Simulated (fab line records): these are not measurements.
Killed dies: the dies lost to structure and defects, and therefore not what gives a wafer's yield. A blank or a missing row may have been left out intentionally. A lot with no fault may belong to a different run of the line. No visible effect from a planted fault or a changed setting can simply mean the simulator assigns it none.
Chamber matching ; flow n5_finfet ; N5_FIN_SAQP_SPACER2_ETCHBACK_29 on rie_diel-01 has 4 sister chambers
The step etches SiO2 in CHF3/O2, target depth 12.2 nm, time 6.1 s. 8 wafers are shown with their chamber, then 10 later ones without.

== WAFERS, EACH WITH ITS CHAMBER ==
wafer;chamber;drypump_motor_current_A (A);showerhead_plenum_p_Torr (Torr)
L084.4;2;5.9;2.51
L087.5;0;5.4;2.38
L087.6;3;6.1;2.37
L088.1;0;5.5;2.37
L088.2;2;5.9;2.50
L088.3;1;5.5;2.44
L089.1;1;5.5;2.44
L089.4;3;6.1;2.37

== WAFERS WITH NO CHAMBER GIVEN ==
wafer;drypump_motor_current_A (A);showerhead_plenum_p_Torr (Torr)
L089.6;5.5;2.44
L091.1;5.4;2.37
L091.4;5.5;2.43
L091.5;6.1;2.37
L094.1;5.5;2.43
L094.5;5.4;2.37
L094.6;5.9;2.50
L096.1;5.9;2.50
L096.3;5.5;2.37
L096.5;5.5;2.37

== WHICH CHAMBER EACH WENT THROUGH ==
wafer;from the rows above;in truth
L089.6;1;1
L091.1;0;0
L091.4;1;1
L091.5;3;3
L094.1;1;1
L094.5;0;0
L094.6;2;2
L096.1;2;2
L096.3;0;0
L096.5;0;0
Correctly placed: 10 of 10. Left unplaced by these rows: 0. Number placed wrongly: 0.
How it was worked out, from the rows above alone: a wafer's distance from a chamber is the root of the sum, over the readings, of the square of ((its reading less the chamber's mean) divided by the reading's scatter). If the next closest chamber is less than 2 further off than the closest, the wafer can't be placed; otherwise it belongs to the closest. A chamber's mean is the mean of its shown wafers. How the scatter is found: for the shown wafers, subtract from each reading the mean of its chamber, square and add these, divide the total by (wafers less chambers), then take the root.
